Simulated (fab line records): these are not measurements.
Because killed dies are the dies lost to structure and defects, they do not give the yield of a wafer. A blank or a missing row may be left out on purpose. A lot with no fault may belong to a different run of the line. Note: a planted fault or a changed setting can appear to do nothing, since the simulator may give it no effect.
fab line records	flow nand_harc
record lots=14	wafers=42	last_day=34
route steps=1302 shown A_M1@1193 THIN_TSV@1265 END@1302
lots that met no fault: from a run of the same line without faults
start_h: hours from the record's first day to the start of the lot's first wafer shown	wait_h: hours since the lot's step before	" as in the row above	L1.1+2: several wafers, shown together as one row	- no value present, or no start provided	* or withheld: withheld	< > ~ a bound
route shown NAME@n: NAME is a module with steps in the file, n the number in the route of the first one	usual: mean/standard deviation taken from wafers without a fault	same: alike in all rows	chamber/n: place in a boat	sites: per-site readings	_std_site: the standard deviation of these	_edge_site: mean of outer sites minus mean of inner sites	radius_mm: for every site, how far away it sits from the centre of the wafer	mask NAME#n: copy n	behind: tool/chamber where the wafer was last shaped	hold: cause of the lot's hold/its duration in hours/its outcome	device: which transistor (n, p or np) failed to switch	end of line: the same wafers' tests at the end of the route	a step given without rows: its recipe and nothing more	killed: at the first sort, the dies lost to defects and structure; wafer yield is something else	map: per-die view of a wafer (x killed, . not killed, _ where there is no die)
set.NAME: setting as actually run; set.NAME@STEP: the setting as run at that earlier step	model.NAME: the simulator's own value behind a step, which no gauge read
steps of the route over a sample of lots; a table a step, a row a wafer
services: when a tool's chamber went out of use (start_h, in hours from the record's first day, below 0 if earlier), for how many hours, and the reason
## steps
# step NHARC_A_M1_ECD_22
# recipe target_thk_a=4000	bath_temp_c=25	material=Cu
lot.wafer	tool	chamber	start_h	wait_h
L774.4+6+5	ecd_cu-02	0,1,0	548.50	-
L771.1+4+6	ecd_cu-01	0	550.96	-
L772.2+6+5	ecd_cu-02	0,1,0	558.45	-
L777.4+6+5	ecd_cu-02	0,0,1	592.78	-
L781.2+3+6	ecd_cu-01	0,1,0	635.86	-
L782.1+3+4	ecd_cu-01	1,0,1	641.78	-
L785.1+5+6	ecd_cu-02	0,0,1	673.18	-
L787.1+4+5	ecd_cu-02	0,1,0	708.14	-
L788.1+2+3	ecd_cu-01	1,0,0	717.30	-
L790.2+1+4	ecd_cu-02	0,1,0	719.93	-
L791.2+1+5	ecd_cu-02	0,1,1	724.36	-
L792.3+4+6	ecd_cu-02	1,0,1	748.87	-
L794.2+5+6	ecd_cu-01	0,1,0	760.69	-
L793.1+2+6	ecd_cu-01	1,0,0	772.64	-
# step NHARC_THIN_TSV_STRIP_45
# recipe power_w=1500	temp_c=250	chemistry=O2
# usual drypump_motor_current_A=5.85/0.24	heater_power_w=319/32
lot.wafer	tool	chamber	start_h	wait_h	drypump_motor_current_A	heater_power_w	rf_hours_counter_h
L771.1	plasma_asher-01	1	573.23	0.1	6.09	268	8
L771.4	"	1	"	"	6.09	276	-
L771.6	"	0	"	"	5.95	355	-
L774.4	plasma_asher-01	0	574.71	0.2	5.94	347	-
L774.6	"	1	"	"	6.10	274	-
L774.5	"	0	"	"	5.95	353	-
L772.2	plasma_asher-02	1	577.76	0.1	5.83	309	30
L772.6	"	0	"	"	5.48	328	-
L772.5	"	1	"	"	5.81	312	-
L777.4	plasma_asher-01	0	611.87	0.2	5.95	350	-
L777.5	"	0	"	"	5.96	347	-
L777.6	"	1	"	"	6.09	274	-
L781.2	plasma_asher-02	1	656.29	0.1	5.79	327	7
L781.3	"	1	"	"	5.81	327	-
L781.6	"	1	"	"	5.79	321	-
L782.1	plasma_asher-02	0	661.00	0.1	5.46	319	8
L782.4	"	0	"	"	5.46	321	-
L782.3	"	1	"	"	5.82	326	-
L785.1	plasma_asher-01	0	692.02	0.1	5.95	347	37
L785.5	"	1	"	"	6.09	275	-
L785.6	"	0	"	"	5.95	357	-
L787.1	plasma_asher-02	0	727.16	0.1	5.44	313	22
L787.4	"	1	"	"	5.83	326	-
L787.5	"	0	"	"	5.45	317	-
L788.2	plasma_asher-02	0	735.98	0.1	5.44	326	23
L788.1	"	1	"	"	5.82	332	23
L788.3	"	1	"	"	5.84	333	-
L790.1	plasma_asher-01	1	739.07	0.1	6.10	283	6
L790.2	"	0	"	"	5.97	366	6
L790.4	"	1	"	"	6.10	274	-
L791.1	plasma_asher-01	1	761.46	0.1	6.10	280	9
L791.2	"	0	"	"	5.95	378	9
L791.5	"	1	"	"	6.09	273	-
L792.3	plasma_asher-01	1	768.11	0.3	6.10	283	-
L792.4	"	0	"	"	5.99	359	-
L792.6	"	1	"	"	6.10	280	-
L794.2	plasma_asher-02	0	780.02	0.1	5.44	321	31
L794.6	"	1	"	"	5.82	328	-
L794.5	"	0	"	"	5.46	317	-
L793.1	plasma_asher-02	1	791.90	0.1	5.79	327	0
L793.2	"	0	"	"	5.44	344	0
L793.6	"	0	"	"	5.44	334	-
# step NHARC_THIN_TSV_STRIP_62
# recipe power_w=1500	temp_c=250	time_s=20	chemistry=N2/H2
# usual drypump_motor_current_A=5.84/0.24	heater_power_w=320/30
lot.wafer	tool	chamber	start_h	wait_h	drypump_motor_current_A	heater_power_w	rf_hours_counter_h
L771.1	plasma_asher-02	1	574.82	-	5.82	321	29
L771.4	"	0	"	"	5.47	336	-
L771.6	"	1	"	"	5.83	321	-
L774.4	plasma_asher-01	1	576.20	-	6.10	270	-
L774.6	"	0	"	"	5.96	349	-
L774.5	"	1	"	"	6.09	270	-
L772.2	plasma_asher-01	0	579.38	-	5.97	350	9
L772.5	"	1	"	"	6.09	273	-
L772.6	"	0	"	"	5.94	350	-
L777.4	plasma_asher-02	1	613.40	-	5.83	324	-
L777.6	"	0	"	"	5.46	311	-
L777.5	"	1	"	"	5.83	325	-
L781.2	plasma_asher-02	1	657.85	-	5.83	329	7
L781.3	"	1	"	"	5.82	327	-
L781.6	"	1	"	"	5.83	325	-
L782.1	plasma_asher-02	1	662.58	-	5.82	322	9
L782.3	"	1	"	"	5.81	321	-
L782.4	"	0	"	"	5.45	312	-
L785.1	plasma_asher-02	1	693.61	-	5.82	321	15
L785.6	"	1	"	"	5.82	329	-
L785.5	"	0	"	"	5.49	319	-
L787.1	plasma_asher-02	0	728.70	-	5.44	319	23
L787.4	"	0	"	"	5.46	322	-
L787.5	"	0	"	"	5.48	315	-
L788.2	plasma_asher-01	0	737.55	-	6.00	367	6
L788.1	"	1	"	"	6.11	287	6
L788.3	"	0	"	"	5.99	376	-
L790.1	plasma_asher-02	1	740.64	-	5.82	321	25
L790.2	"	0	"	"	5.45	319	25
L790.4	"	0	"	"	5.46	318	-
L791.1	plasma_asher-02	1	763.22	-	5.82	326	27
L791.2	"	0	"	"	5.45	324	27
L791.5	"	1	"	"	5.82	321	-
L792.3	plasma_asher-01	0	769.61	-	5.97	368	-
L792.4	"	1	"	"	6.10	278	-
L792.6	"	1	"	"	6.10	281	-
L794.2	plasma_asher-01	0	781.61	-	5.96	376	14
L794.6	"	0	"	"	5.98	373	-
L794.5	"	1	"	"	6.10	270	-
L793.2	plasma_asher-02	0	793.46	-	5.49	351	1
L793.1	"	1	"	"	5.82	327	1
L793.6	"	1	"	"	5.79	324	-
# step NHARC_THIN_TSV_CD_MEAS_33
# recipe target_cd_nm=5000	landing_energy_ev=500
# usual cd_nm=5000.3/1.6
# same landing_energy_ev=500
lot.wafer	tool	chamber	start_h	wait_h	cd_nm
L771.1	cd_sem-03	0	578.82	-	5004.1
L771.4	"	0	"	"	5000.8
L771.6	"	0	"	"	5001.5
L774.4	cd_sem-03	0	579.47	-	5001.7
L774.5	"	0	"	"	5001.4
L774.6	"	0	"	"	5000.5
L772.2	cd_sem-03	0	582.65	-	5002.8
L772.5	"	0	"	"	4999.1
L772.6	"	0	"	"	5000.2
L777.4	cd_sem-01	0	616.53	-	5000.2
L777.5	"	0	"	"	5001.5
L777.6	"	0	"	"	5004.2
L781.2	cd_sem-01	0	661.04	-	4999.3
L781.3	"	0	"	"	4999.0
L781.6	"	0	"	"	4999.5
L782.1	cd_sem-01	0	665.76	-	5000.0
L782.3	"	0	"	"	5001.7
L782.4	"	0	"	"	4999.4
L785.1	cd_sem-01	0	696.86	-	4999.5
L785.5	"	0	"	"	5003.7
L785.6	"	0	"	"	5002.0
L787.1	cd_sem-01	0	732.00	-	5001.5
L787.4	"	0	"	"	4999.3
L787.5	"	0	"	"	4998.0
L788.1	cd_sem-03	0	740.84	-	5000.7
L788.2	"	0	"	"	4997.7
L788.3	"	0	"	"	5000.4
L790.1	cd_sem-02	0	743.93	-	5002.7
L790.2	"	0	"	"	5002.4
L790.4	"	0	"	"	4998.4
L791.1	cd_sem-02	0	766.52	-	5001.1
L791.2	"	0	"	"	5000.2
L791.5	"	0	"	"	5003.4
L792.3	cd_sem-02	0	772.75	-	5000.2
L792.4	"	0	"	"	4997.7
L792.6	"	0	"	"	5000.5
L794.2	cd_sem-02	0	785.01	-	4998.7
L794.5	"	0	"	"	4997.0
L794.6	"	0	"	"	4999.2
L793.1	cd_sem-03	0	796.76	-	5003.6
L793.2	"	0	"	"	5002.5
L793.6	"	0	"	"	5000.8
# step NHARC_END_SORT_01
# recipe temp_c=25
# usual defect_limited_yield=90.9/2.6	killed_at_array=57/18	killed_at_other=0.8/1	killed_at_periphery=3.9/2.8	killed_dies=62/18	killed_open=3.4/1.8	killed_short=2.2/1.6
# same gross_dies=677
lot.wafer	tool	chamber	start_h	wait_h	defect_limited_yield[%]	killed_at_array	killed_at_other	killed_at_periphery	killed_dies	killed_open	killed_short
L781.2	prober-01	0	669.91	2.8	61.0	263	0	1	264	0	2
L781.3	prober-01	0	670.71	3.1	63.2	247	1	1	249	0	2
L781.6	prober-01	0	673.11	4.0	62.2	253	2	1	256	1	2
L782.1	prober-01	0	676.93	2.5	67.4	220	0	1	221	3	0
L782.3	prober-01	0	678.53	3.1	64.4	240	1	0	241	4	4
L782.4	prober-01	0	679.32	3.4	66.0	226	1	3	230	9	3
# killed by level:class
L781.2 A_M1:unspecified=211 A_CHANNEL_HOLE_D1:chamber_film_flake=28 A_CHANNEL_HOLE_D2:chamber_film_flake=13 A_CONTACT:chamber_film_flake=7 A_CHANNEL_FILL_D1:geometric_particle:short=1 A_WL_FILL:geometric_particle:short=1 P_STI:chamber_film_flake=1 A_STAIRCASE:chamber_film_flake=1
L781.3 A_M1:unspecified=202 A_CHANNEL_HOLE_D1:chamber_film_flake=28 A_CHANNEL_HOLE_D2:chamber_film_flake=9 A_CONTACT:chamber_film_flake=3 A_WL_FILL:chamber_film_flake=2 A_CHANNEL_FILL_D1:geometric_particle:short=1 A_WL_FILL:geometric_particle:short=1 P_GATE:chamber_film_flake=1
L781.6 A_M1:unspecified=205 A_CHANNEL_HOLE_D1:chamber_film_flake=27 A_CHANNEL_HOLE_D2:chamber_film_flake=12 A_CONTACT:chamber_film_flake=3 A_WL_FILL:chamber_film_flake=2 THIN_TSV:chamber_film_flake=2 P_M2:geometric_particle:short=1 A_DECK1_JOINT:geometric_particle:open=1
L782.1 A_M1:unspecified=206 A_CHANNEL_HOLE_D1:chamber_film_flake=5 A_CONTACT:chamber_film_flake=3 A_M0:geometric_particle:open=2 A_SLIT:chamber_film_flake=2 P_M1:geometric_particle:open=1 A_BLC:chamber_film_flake=1 A_BONDPAD:chamber_film_flake=1
L782.3 A_M1:unspecified=226 A_CHANNEL_HOLE_D1:chamber_film_flake=4 A_CHANNEL_HOLE_D1:geometric_particle:open=1 A_CHANNEL_FILL_D1:geometric_particle:short=1 A_DECK1_JOINT:geometric_particle:short=1 A_DECK1_JOINT:geometric_particle:open=1 A_CHANNEL_HOLE_D2:geometric_particle:open=1 A_SGD_CUT:geometric_particle:open=1
L782.4 A_M1:unspecified=206 A_CHANNEL_HOLE_D1:chamber_film_flake=7 A_WL_FILL:geometric_particle:open=2 P_GATE:geometric_particle:open=1 P_M0:geometric_particle:open=1 A_ONON_D1:geometric_particle:open=1 A_DECK1_JOINT:geometric_particle:open=1 A_ONON_D2:geometric_particle:open=1
## services
tool	chamber	start_h	hours	kind
plasma_asher-01	0	528.07	-	clean
plasma_asher-01	1	528.07	-	clean
ecd_cu-02	-	535.35	2.9	repair
ecd_cu-02	-	596.20	8.0	pm
ecd_cu-01	-	602.82	27.5	repair
plasma_asher-02	-	603.17	9.0	pm
plasma_asher-02	0	603.17	9.0	vent_cycle
plasma_asher-02	1	603.17	9.0	vent_cycle
plasma_asher-02	0	612.17	-	clean
plasma_asher-02	1	612.17	-	clean
plasma_asher-02	-	617.76	3.6	repair
ecd_cu-02	-	637.70	6.4	repair
plasma_asher-02	-	638.79	6.9	repair
ecd_cu-01	-	660.15	6.9	repair
ecd_cu-01	-	688.00	8.0	pm
plasma_asher-01	-	696.07	9.0	pm
plasma_asher-01	0	696.07	9.0	vent_cycle
ecd_cu-02	-	772.20	8.0	pm
plasma_asher-02	-	780.25	9.0	pm
plasma_asher-02	0	780.25	9.0	vent_cycle
plasma_asher-02	1	780.25	9.0	vent_cycle
ecd_cu-01	-	780.74	4.7	repair
plasma_asher-02	0	789.25	-	clean
plasma_asher-02	1	789.25	-	clean
## key
first_sign step=NHARC_END_SORT_01	reading=killed_at_array	direction=up	sigmas=10	usual=57	struck=242
effect step=NHARC_END_SORT_01	reading=defect_limited_yield	direction=down	sigmas=10	usual=90.9	struck=64.0
more_kills_born_at NHARC_A_M1_ECD_22@ecd_cu-01=1256
met_at NHARC_A_M1_ECD_22
struck_lots L781,L782
not_acting_at NHARC_THIN_TSV_STRIP_45,NHARC_THIN_TSV_STRIP_62,NHARC_THIN_TSV_CD_MEAS_33
onset_between 550.96 635.86
fault kind=chamber_particle_source	tool=ecd_cu-01	chamber=-	onset_h=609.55	steps=NHARC_A_M1_ECD_22	rate_per_visit_cm2=0.40383	end_h=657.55
